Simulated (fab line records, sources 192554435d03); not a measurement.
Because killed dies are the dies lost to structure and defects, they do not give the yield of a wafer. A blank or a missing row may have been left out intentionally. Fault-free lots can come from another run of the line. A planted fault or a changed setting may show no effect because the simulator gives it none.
Problem report, 8D (eight disciplines) form, completed by code | flow n5 finfet | the parts of the form that need people (team, actions taken, sign-off) are left out

## 1. WHAT WENT WRONG
At N5_PASSIVATION_PROBE_49, killed_at_M4_up averages 54 over 2 wafers from 2 lots, while fault-free wafers read 15, standard deviation 6.2. That puts it +6.3 standard deviations away from the usual mean.
The first sign was on wafer L158.4 at day 15 04:49, on prober-02. The record has a number at this step for 8 wafers belonging to 3 lots. By rule, "out" or "out of limits" means more than 4 standard deviations away from the usual mean. The other wafers with a number count as sound.

## 2. WHAT IT IS; WHAT IT IS NOT
question                    | is                   | is not
which readings at this step | killed_at_M4_up      | killed_at_M0_to_M3, killed at contacts, killed at front end, killed open, killed short
which lots                  | L155, L158           | L165
which wafers of those lots  | L155.3, L158.4       | L155.4, L155.5, L158.1, L158.5
read on which tools         | prober-01, prober-02 | -
when                        | from day 15 04:49    | up to then (1 sound wafer); but 5 sound wafers of L155, L158, L165 came after

## 3. WHAT RULES OUT EACH SUSPECT
Counting: a tool at a process step up to the reading stays a suspect if it ran every lot that is out. Sound lots after the first of them don't rule it out here, since some wafers of a struck lot are sound.
- rie metal-01 at N5_BEOL_M9_HM_OPEN_17 (chemistry Cl2/BCl3, target TiN, target depth 20 nm, overetch 6 nm): kept. It ran every lot that is out, first L158 (day 12 14:46).
- The sound lot-mates ran in chamber 0 of rie metal-01 at N5_BEOL_M9_HM_OPEN_17, but the wafers that are out ran in chamber 1.
Left after counting: rie metal-01 at N5_BEOL_M9_HM_OPEN_17.

## 4. THE CAUSE (what the simulator had put in)
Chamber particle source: rie metal-01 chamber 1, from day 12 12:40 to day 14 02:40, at N5_BEOL_M9_HM_OPEN_17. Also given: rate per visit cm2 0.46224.
Counting left only this tool.

## 5. THE EFFECT CHAIN, in route order
Each row: a reading whose mean over the struck wafers that have a number lies more than 3 standard deviations from the usual. Only readings whose record carries a usual standard deviation are examined. hours: median over the lots of the time between each lot's start at the first step of this table that gives one and its start at this step. sigmas: the change, counted in usual standard deviations.
hours | step                    | reading              | usual  | on struck wafers | change | sigmas
0     | N5_PASSIVATION_PROBE_49 | defect limited yield | 91.3 % | 86.5             | -4.8   | -3.4
0     | N5_PASSIVATION_PROBE_49 | killed_at_M4_up      | 15     | 54               | +39    | +6.3
0     | N5_PASSIVATION_PROBE_49 | killed dies          | 102    | 159              | +57    | +3.4
0     | N5_PASSIVATION_PROBE_49 | killed on rim        | 13     | 26               | +13    | +3.2
0     | N5_PASSIVATION_PROBE_49 | sort n pass          | 1078   | 1021             | -57    | -3.4
0     | N5_PASSIVATION_PROBE_49 | sort yield pct       | 91.3 % | 86.5             | -4.8   | -3.4
Process steps it contains:
- N5_PASSIVATION_PROBE_49

## 6. HOW IT WOULD HAVE BEEN CAUGHT EARLIER
The fault began at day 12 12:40; the first out-of-limits reading in this record came at day 15 04:49, 64 hours later.
An alarm limit of 4 standard deviations would not have fired on the tool readings at N5_BEOL_M9_HM_OPEN_17 for which the record gives a usual standard deviation, since none of them was out on any struck wafer.
Lots out: 2; all had begun N5_BEOL_M9_HM_OPEN_17 on rie metal-01 by day 15 04:49. None of them would have been spared by holding the tool at that moment.
